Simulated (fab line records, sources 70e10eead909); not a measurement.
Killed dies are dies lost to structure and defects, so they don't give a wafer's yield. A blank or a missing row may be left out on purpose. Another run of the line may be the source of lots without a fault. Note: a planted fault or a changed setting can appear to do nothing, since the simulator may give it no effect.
Chamber matching :: flow nand-harc :: NHARC_A_CONTACT_ALD_18 on ald-metal-04: 4 sister chambers
The step deposits TiN, target thk 3 nm, pulse time 1 s, ald cycles 150. 14 wafers are shown with their chamber, then 7 later ones without.

WAFERS WITH THEIR CHAMBER
wafer: L074.1
chamber: 1
heater-power-w (W): 931
precursor-pulse-height-rel: 1.045

wafer: L074.2
chamber: 3
heater-power-w (W): 1041
precursor-pulse-height-rel: 1.014

wafer: L074.3
chamber: 2
heater-power-w (W): 1106
precursor-pulse-height-rel: 1.016

wafer: L081.1
chamber: 2
heater-power-w (W): 1139
precursor-pulse-height-rel: 0.984

wafer: L081.3
chamber: 3
heater-power-w (W): 988
precursor-pulse-height-rel: 1.009

wafer: L081.5
chamber: 1
heater-power-w (W): 923
precursor-pulse-height-rel: 1.002

wafer: L082.2
chamber: 0
heater-power-w (W): 1063
precursor-pulse-height-rel: 0.999

wafer: L082.4
chamber: 2
heater-power-w (W): 1154
precursor-pulse-height-rel: 0.999

wafer: L082.5
chamber: 1
heater-power-w (W): 876
precursor-pulse-height-rel: 1.046

wafer: L087.2
chamber: 3
heater-power-w (W): 997
precursor-pulse-height-rel: 1.048

wafer: L087.3
chamber: 0
heater-power-w (W): 1064
precursor-pulse-height-rel: 1.004

wafer: L087.4
chamber: 2
heater-power-w (W): 1143
precursor-pulse-height-rel: 1.004

wafer: L090.2
chamber: 2
heater-power-w (W): 1128
precursor-pulse-height-rel: 0.972

wafer: L090.4
chamber: 1
heater-power-w (W): 886
precursor-pulse-height-rel: 1.011

SIGNATURES, as means of the wafers listed above
reading: heater-power-w
chamber 0: 1063.50
chamber 1: 904.00
chamber 2: 1134.00
chamber 3: 1008.67
scatter within a chamber: 22.7

reading: precursor-pulse-height-rel
chamber 0: 1.00150
chamber 1: 1.02600
chamber 2: 0.99500
chamber 3: 1.02367
scatter within a chamber: 0.0191
Rule: distance of a wafer from a chamber = root of the sum over the readings of ((wafer's reading minus chamber's mean) / reading's scatter) squared. The wafer belongs to the nearest chamber; if the next one is less than 2 further off, it can't be placed. How the scatter is found: for the shown wafers, subtract from each reading the mean of its chamber, square and add these, divide the total by (wafers less chambers), then take the root.

WAFERS WITHOUT THEIR CHAMBER
wafer: L090.5
heater-power-w (W): 993
precursor-pulse-height-rel: 0.996

wafer: L093.1
heater-power-w (W): 1067
precursor-pulse-height-rel: 1.006

wafer: L093.3
heater-power-w (W): 905
precursor-pulse-height-rel: 0.988

wafer: L093.4
heater-power-w (W): 1148
precursor-pulse-height-rel: 0.989

wafer: L096.1
heater-power-w (W): 1010
precursor-pulse-height-rel: 1.005

wafer: L096.2
heater-power-w (W): 920
precursor-pulse-height-rel: 1.002

wafer: L096.3
heater-power-w (W): 1178
precursor-pulse-height-rel: 1.022

CHAMBER TAKEN BY EACH
wafer: L090.5
from the rows above: can't be placed: 3 or 0
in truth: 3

wafer: L093.1
from the rows above: 0
in truth: 0

wafer: L093.3
from the rows above: 1
in truth: 1

wafer: L093.4
from the rows above: 2
in truth: 2

wafer: L096.1
from the rows above: can't be placed: 3 or 0
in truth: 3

wafer: L096.2
from the rows above: 1
in truth: 1

wafer: L096.3
from the rows above: 2
in truth: 2
Placed correctly: 5 of 7. Not placeable from these rows: 2 (in 2, the candidates include the true chamber). Wrongly placed: 0.
